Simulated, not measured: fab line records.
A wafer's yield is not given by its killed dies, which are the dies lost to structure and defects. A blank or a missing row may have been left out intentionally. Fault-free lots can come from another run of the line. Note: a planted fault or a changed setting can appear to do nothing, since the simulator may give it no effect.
Matching of chambers | flow nand-harc | 4 sister chambers for NHARC_P_CONTACT_DESCUM_17 on rie-diel-03
The step chemistry O2, time 3 s. 8 wafers are shown with their chamber, then 9 later ones without.

## WAFERS PAIRED WITH THEIR CHAMBERS
wafer  | chamber | drypump-motor-current-A (A) | rf-vpp-V (V)
L077.5 | 0       | 5.75                        | 56.9
L077.6 | 3       | 5.64                        | 57.1
L084.1 | 2       | 5.56                        | 57.4
L084.2 | 1       | 5.76                        | 57.6
L084.4 | 3       | 5.70                        | 57.9
L087.1 | 2       | 5.57                        | 57.7
L087.2 | 0       | 5.75                        | 57.8
L087.3 | 1       | 5.75                        | 57.5

## WAFERS WITH NO CHAMBER GIVEN
wafer  | drypump-motor-current-A (A) | rf-vpp-V (V)
L088.1 | 5.67                        | 57.1
L088.2 | 5.58                        | 58.4
L088.3 | 5.74                        | 58.9
L094.3 | 5.56                        | 58.8
L094.4 | 5.68                        | 58.0
L094.6 | 5.65                        | 55.9
L097.3 | 5.75                        | 58.6
L097.4 | 5.57                        | 58.9
L097.6 | 5.56                        | 58.3

## WHICH CHAMBER EACH ONE RAN IN
wafer  | from the rows above          | in truth
L088.1 | 3                            | 3
L088.2 | 2                            | 2
L088.3 | can't be placed: 1 or 0 or 3 | 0
L094.3 | 2                            | 2
L094.4 | 3                            | 3
L094.6 | can't be placed: 3 or 2 or 0 | 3
L097.3 | can't be placed: 1 or 0      | 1
L097.4 | 2                            | 2
L097.6 | 2                            | 2
6 of 9 placed correctly. These rows do not allow placing 3 (true chamber among the candidates in 3). Placed wrongly: 0.
How it was worked out, from the rows above alone: a wafer's distance from a chamber is the root of the sum, over the readings, of the square of ((its reading less the chamber's mean) divided by the reading's scatter). The wafer belongs to the nearest chamber; if the next one is less than 2 further off, it can't be placed. Each chamber's mean is taken over the wafers shown for it. How the scatter is found: for the shown wafers, subtract from each reading the mean of its chamber, square and add these, divide the total by (wafers less chambers), then take the root.
